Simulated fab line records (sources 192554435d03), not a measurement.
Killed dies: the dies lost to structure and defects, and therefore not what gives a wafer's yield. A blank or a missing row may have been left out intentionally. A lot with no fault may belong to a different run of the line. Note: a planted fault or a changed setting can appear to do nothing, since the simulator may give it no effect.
Struck lot and sound lot, side by side    flow n5Finfet    16 steps out of a route of 1938
Sound: these wafers, L909.2, L909.4, L909.6. Struck: wafer L922.2. (L922.5 of the same lot was not struck and is left out.) The cause comes at the end.
Order at every step that has rows: each side's tool, ch and its chambers, its first start. Under that, the readings that differ: sound wafers    struck wafers    difference of the means    sigmas: that difference in standard deviations of wafers without a fault.
alike: readings with means less than 2 such deviations apart, plus words and numbers identical on both sides. not compared: withheld readings, readings lacking a value on some wafer, bounds such as >300 that could conceal the same value, and numbers that have no deviation in the record and whose values overlap.
Wherever a step has rows on one side only, a row that says differs or no value, or a row with sigmas, the two part there. Numbers that don't overlap but have no deviation are shown without sigmas and don't part them. Lack of a reading on every wafer of one side parts them only where that side has two or more wafers.

N5_BEOL_M10_HM_DEP_02: deposits TiN, target thk 20 nm.
  sound: pvdSputter-02 at day 10 19:14; struck: pvdSputter-02 at day 14 19:20
  alike: throttleValvePct
then, 8 steps without rows for these wafers: N5_BEOL_M10_COAT_59 (time 60 s, resist thk 100 nm); N5_BEOL_M10_COAT_60 (time 60 s, resist thk 30 nm); N5_BEOL_M10_COAT_05 (resist thk 90 nm); N5_BEOL_M10_EBR_07; N5_BEOL_M10_SOFTBAKE_06 (time 60 s); N5_BEOL_M10_EXPOSE_08 (exposes mask M10); N5_BEOL_M10_PEB_09 (peb time 60 s); N5_BEOL_M10_DEVELOP_10 (develop time 30 s).
N5_BEOL_M10_CD_MEAS_11 targets a cd of 64.1 nm.
  sound on cdSem-02 ch 0, day 10 19:44; struck on cdSem-03 ch 0, day 14 19:50
  alike: cdNm
N5_BEOL_M10_OVL_MEAS_12:
  sound on overlay-02 ch 0, day 10 19:46; struck on overlay-01 ch 0, day 14 19:52
reading       sound           struck  difference  sigmas
M10_OVL (nm)  -1.1 -1.6 -0.6  0.6     +1.7        +2
N5_BEOL_M10_INSPECT_13: inspects for defects (brightfield).
  sound: defectInspect-01 at day 10 19:47; struck: defectInspect-01 at day 14 19:53
  alike: rawDefectCount
N5_BEOL_M10_DESCUM_16: chemistry O2, time 7.9 s.
  sound on rieDiel-03 ch 0,2, day 10 19:49; struck on rieDiel-01 ch 0, day 14 19:56
reading                                       sound           struck  difference  sigmas
showerheadPlenumPTorr (Torr)                  2.16 2.20 2.16  2.02    -0.15       -2
model.CAR-ArF_of_BEOL_M10_COAT_05.thkNm (nm)  83.4 83.2 83    84.6    +1.4        
  alike: drypumpMotorCurrentA, oesProductAu, rfVppV, throttleValvePct
  not compared: rfHoursCounterH
N5_BEOL_M10_ETCH_61: etches SiARC in CF4, target depth 39 nm, time 65 s.
  sound on rieDiel-03 ch 0,2, day 10 19:51; struck on rieDiel-01 ch 0, day 14 19:58
reading                                       sound              struck  difference  sigmas
rfVppV (V)                                    185.1 185.4 185.3  183.0   -2.3        -2
showerheadPlenumPTorr (Torr)                  2.20 2.23 2.20     2.09    -0.12       -2
model.CAR-ArF_of_BEOL_M10_COAT_05.thkNm (nm)  55.4 55.2 55       56.6    +1.4        
  alike: drypumpMotorCurrentA, etchRfOnTimeS, oesProductAu, throttleValvePct
  not compared: rfHoursCounterH
N5_BEOL_M10_ETCH_62: etches SOC in N2/H2, target depth 110 nm, overetch 22 nm, time 165 s.
  sound on rieDiel-03 ch 0,2, day 10 19:54; struck on rieDiel-01 ch 0, day 14 20:01
reading                       sound              struck  difference  sigmas
rfVppV (V)                    524.9 526.4 527.2  520.8   -5.4        -2
showerheadPlenumPTorr (Torr)  2.61 2.66 2.61     2.47    -0.16       -2
  alike: drypumpMotorCurrentA, oesProductAu, throttleValvePct
  not compared: rfHoursCounterH
-- record jumps: 2 days separate the struck wafers' starts on either side; left off in module BEOL_M10, taken up again in module PASSIVATION, whose first shown step is the route's number 1936 --
N5_PASSIVATION_PROBE_49:
  the record has rows for the struck wafers here (prober-02, day 17 01:45) and none for the sound ones

== WHERE THEY PART ==
Earliest at N5_BEOL_M10_OVL_MEAS_12; latest, in this record, at N5_PASSIVATION_PROBE_49.

WHY: the cause the simulator had injected
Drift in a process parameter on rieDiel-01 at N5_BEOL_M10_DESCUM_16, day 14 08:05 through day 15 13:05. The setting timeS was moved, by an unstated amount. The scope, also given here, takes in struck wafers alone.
